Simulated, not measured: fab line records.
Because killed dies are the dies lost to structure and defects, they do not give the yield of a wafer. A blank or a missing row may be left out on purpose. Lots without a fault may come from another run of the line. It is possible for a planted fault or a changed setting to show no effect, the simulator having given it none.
Comparing a struck lot with a sound one :: flow nand_harc :: 25 steps out of a route of 1159
Sound: the wafers L982.1, L982.2, L982.3. The struck wafers were L993.3, L993.5, L993.6. The cause is given at the end.
Per side, at each step with rows, come the tool, then ch with its chambers, and then its first start. Under that, the readings that differ: sound wafers :: struck wafers :: difference of the means :: sigmas: that difference in standard deviations of wafers without a fault.
alike: same words and numbers on both sides, and readings whose means sit less than 2 such deviations apart. not compared: any withheld reading, any reading some wafer has no value for, any bound like >300 that may hide the same value, and any number with overlapping values for which the record gives no deviation.
A row with sigmas, a row that says differs or no value, or rows on one side alone: a step with any of these is where the two part. Non-overlapping numbers with no deviation appear without sigmas and do not part them. A reading missing from all wafers of one side parts the sides only when that side holds two or more wafers.

first, 5 steps without rows for these wafers: NHARC_P_GATE_STRIP_15 (strips in SPM, time 780 s); NHARC_P_GATE_PRECLEAN_71 (cleans in SC1); NHARC_P_GATE_SRD_72; NHARC_P_GATE_OXIDE_16 (material SiO2, target thk 3 nm, ox time 392 s); NHARC_P_GATE_CVD_17 (deposits poly-Si, target thk 150 nm, time 900 s).
NHARC_P_GATE_HM_DEP_102: deposits aC, target thk 120 nm.
  sound on acl_dep-02 ch 0, day 5 22:14; struck on acl_dep-02 ch 0, day 8 17:14
  alike: throttle_valve_pct
NHARC_P_GATE_DEP_103: deposits SiON, target thk 30 nm.
  sound on pecvd-04 ch 0,1,2, day 5 22:53; struck on pecvd-03 ch 0,2, day 8 17:44
  alike: heater_power_outer_w, heater_power_w, rf_fwd_power_W
  not compared: since_wet_clean_h
then, 5 steps without rows for these wafers: NHARC_P_GATE_DEHYDRATE_18 (time 120 s); NHARC_P_GATE_HMDS_19 (time 30 s); NHARC_P_GATE_COAT_20 (resist thk 90 nm); NHARC_P_GATE_SOFTBAKE_21 (time 55 s); NHARC_P_GATE_EBR_22.
NHARC_P_GATE_EXPOSE_23: exposes mask P GATE, target cd 120 nm.
  sound on arfi_scanner-03 ch 0, day 5 23:26; struck on arfi_scanner-03 ch 0, day 8 18:16
reading: exposure_dose_mJ_cm2
sound: 93.90 94.01 94.04
struck: 90.07 90.17 90.28
difference: -3.81
sigmas: -41
  alike: mask
then, 2 steps without rows for these wafers: NHARC_P_GATE_PEB_24 (peb time 65 s); NHARC_P_GATE_DEVELOP_25 (develop time 35 s).
NHARC_P_GATE_CD_MEAS_26 targets a cd of 120 nm.
  sound on cd_sem-02 ch 0, day 5 23:34; struck on cd_sem-01 ch 0
reading: cd_nm (nm)
sound: 119.8 120.4 120.3
struck: 122.8 122.5 122.6
difference: +2.5
sigmas: +5
  not compared: hold
NHARC_P_GATE_OVL_MEAS_27:
  struck on overlay-01, day 9 00:02; sound on overlay-01, day 5 23:40
reading: hold
sound: - - -
struck: await_dispo/5.3h/release await_dispo/5.3h/release await_dispo/5.3h/release
difference: no value on the sound wafers
sigmas: 

reading: overlay_x_nm (nm)
sound: 0.9 0.6 0.8
struck: -1.4 -1.4 -1.9
difference: -2.3
sigmas: -3
  alike: overlay_y_nm
NHARC_P_GATE_INSPECT_28:
  struck on defect_inspect-01, day 9 00:04; sound on defect_inspect-01, day 5 23:42
  alike: raw_defect_count
NHARC_P_GATE_DESCUM_31: chemistry O2, time 3 s.
  sound on rie_diel-05 ch 0,1,3, day 5 23:46; struck on rie_diel-01 ch 0,2,3, day 9 00:10
reading: model.P_GATE.cd_nm (nm)
sound: 120 120.1 120.7
struck: 122.9 122.8 122.8
difference: +2.6
sigmas: 
  alike: drypump_motor_current_A, oes_product_au, rf_vpp_V, showerhead_plenum_p_Torr, throttle_valve_pct
  not compared: rf_hours_counter_h
NHARC_P_GATE_ETCH_104: etches the open film in CF4/CHF3, target depth 60 nm.
  sound on rie_diel-05 ch 1,2,3, day 5 23:52; struck on rie_diel-01 ch 2,3, day 9 00:20
  alike: cf4_flow_sccm, drypump_motor_current_A, oes_product_au, rf_fwd_power_W, rf_vpp_V, showerhead_plenum_p_Torr, throttle_valve_pct
NHARC_P_GATE_HM_OPEN_105: chemistry O2/COS, target depth 360 nm.
  sound: rie_diel-05 ch 0,1,3; struck: rie_diel-01 ch 0,3
  alike: drypump_motor_current_A, oes_product_au, rf_fwd_power_W, rf_vpp_V, showerhead_plenum_p_Torr, throttle_valve_pct
  not compared: rf_hours_counter_h
then, 1 step without rows for these wafers: NHARC_P_GATE_STRIP_106 (strips in O2/COS).
NHARC_P_GATE_ETCH_114: etches the open film in CF4/O2, target depth 30 nm, overetch 3 nm, time 16.5 s.
  sound: rie_diel-05 ch 0,1,3; struck: rie_diel-01 ch 1,2
reading: model.P_GATE.cd_nm (nm)
sound: 119.1 119.8 120.6
struck: 124.4 123.9 120.8
difference: +3.2
sigmas: 
  alike: cf4_flow_sccm, drypump_motor_current_A, oes_product_au, rf_fwd_power_W, rf_vpp_V, showerhead_plenum_p_Torr, throttle_valve_pct
  not compared: rf_hours_counter_h
NHARC_P_GATE_ETCH_32: etches the open film in HBr/Cl2, target depth 150 nm, time 100.1 s.
  sound on rie_si-04 ch 0,2,3, day 6 00:16; struck on rie_si-04 ch 0,2,3, day 9 00:46
  alike: drypump_motor_current_A, oes_product_au, rf_fwd_power_W, throttle_valve_pct
  not compared: rf_hours_counter_h
-- jump in the record: it breaks off in module P_GATE and resumes in module END (first step shown: number 1159 of the route), and 16 days separate the struck wafers' starts before and after --
NHARC_END_SORT_01:
  sound on prober-01 ch 0, day 21 09:45; struck on prober-02 ch 0, day 24 17:02
  alike: killed_at_array, killed_at_other, killed_at_periphery, killed_dies, killed_open, killed_short

WHERE THEY PART
First at NHARC_P_GATE_EXPOSE_23; last, within this record, at NHARC_P_GATE_OVL_MEAS_27. Later steps at which nothing parts them and some readings are alike: NHARC_P_GATE_INSPECT_28, NHARC_P_GATE_DESCUM_31, NHARC_P_GATE_ETCH_104, NHARC_P_GATE_HM_OPEN_105, NHARC_P_GATE_ETCH_114, NHARC_P_GATE_ETCH_32, NHARC_END_SORT_01.

WHY: what the simulator had put in
Process parameters drifting: arfi_scanner-03 at NHARC_P_GATE_EXPOSE_23, beginning at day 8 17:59. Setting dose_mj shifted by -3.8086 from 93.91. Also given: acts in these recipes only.
